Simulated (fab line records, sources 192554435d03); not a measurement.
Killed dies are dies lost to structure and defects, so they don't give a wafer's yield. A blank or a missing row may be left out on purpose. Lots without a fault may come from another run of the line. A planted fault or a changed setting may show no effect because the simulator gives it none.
Chamber matching | flow n5_finfet | N5_BEOL_M0_SAQP_MANDREL1_REMOVE_100 on rie_si-04: 4 sister chambers
The step chemistry HBr/Cl2/O2, target a-Si, stops on SiNx, bt time 10 s. 16 wafers are shown with their chamber, then 8 later ones without.

WAFERS WITH THEIR CHAMBER
wafer  | chamber | oes_product_au (a.u.) | HBr_flow_sccm (sccm) | bias_w (W)
L075.3 | 0       | 0.995                 | 150.1                | 30.01
L075.4 | 0       | 0.991                 | 150.5                | 29.97
L075.6 | 1       | 1.027                 | 149.7                | 30.06
L080.1 | 0       | 0.981                 | 150.6                | 29.84
L080.2 | 1       | 1.024                 | 150.3                | 30.04
L080.6 | 3       | 1.012                 | 150.4                | 30.02
L083.2 | 0       | 0.977                 | 149.7                | 29.97
L083.4 | 3       | 1.017                 | 149.9                | 30.00
L083.5 | 2       | 0.987                 | 150.0                | 29.99
L085.3 | 2       | 0.992                 | 149.3                | 29.96
L085.5 | 2       | 0.992                 | 150.8                | 29.90
L085.6 | 3       | 1.019                 | 149.8                | 30.02
L091.2 | 1       | 1.026                 | 150.1                | 30.03
L091.4 | 2       | 0.997                 | 151.0                | 30.11
L091.6 | 3       | 1.016                 | 149.5                | 29.99
L090.1 | 1       | 1.021                 | 149.9                | 29.86

SIGNATURES (means of the wafers above)
reading        | chamber 0 | chamber 1 | chamber 2 | chamber 3 | scatter within a chamber
oes_product_au | 0.98600   | 1.02450   | 0.99200   | 1.01600   | 0.00507
HBr_flow_sccm  | 150.225   | 150.000   | 150.275   | 149.900   | 0.496
bias_w         | 29.9475   | 29.9975   | 29.9900   | 30.0075   | 0.0743
Rule: a wafer's distance from a chamber is the root of the sum, over the readings, of the square of ((its reading less the chamber's mean) divided by the reading's scatter). The wafer belongs to the nearest chamber; if the next one is less than 2 further off, it can't be placed. The scatter: the root of (the sum of the squares of (reading less its chamber's mean) over the shown wafers, divided by (wafers less chambers)).

WAFERS WITHOUT THEIR CHAMBER
wafer  | oes_product_au (a.u.) | HBr_flow_sccm (sccm) | bias_w (W)
L090.5 | 1.000                 | 150.9                | 29.99
L090.6 | 1.026                 | 149.4                | 29.95
L093.3 | 0.988                 | 148.9                | 29.92
L093.4 | 1.011                 | 150.5                | 29.76
L093.5 | 0.979                 | 150.5                | 29.96
L096.1 | 0.979                 | 150.1                | 29.87
L096.2 | 0.986                 | 150.6                | 30.06
L096.3 | 1.026                 | 150.8                | 30.01

WHICH CHAMBER EACH WENT THROUGH
wafer  | from the rows above               | in truth
L090.5 | can't be placed: 2 or 0 or 3      | 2
L090.6 | can't be placed: 1 or 3           | 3
L093.3 | can't be placed: 0 or 2           | 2
L093.4 | can't be placed: 3 or 1 or 2 or 0 | 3
L093.5 | can't be placed: 0 or 2           | 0
L096.1 | can't be placed: 0 or 2           | 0
L096.2 | can't be placed: 2 or 0           | 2
L096.3 | can't be placed: 1 or 3           | 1
Placed correctly: 0 of 8. Can't be placed from these rows: 8 (the true chamber is among the candidates in 8). Placed wrongly: 0.
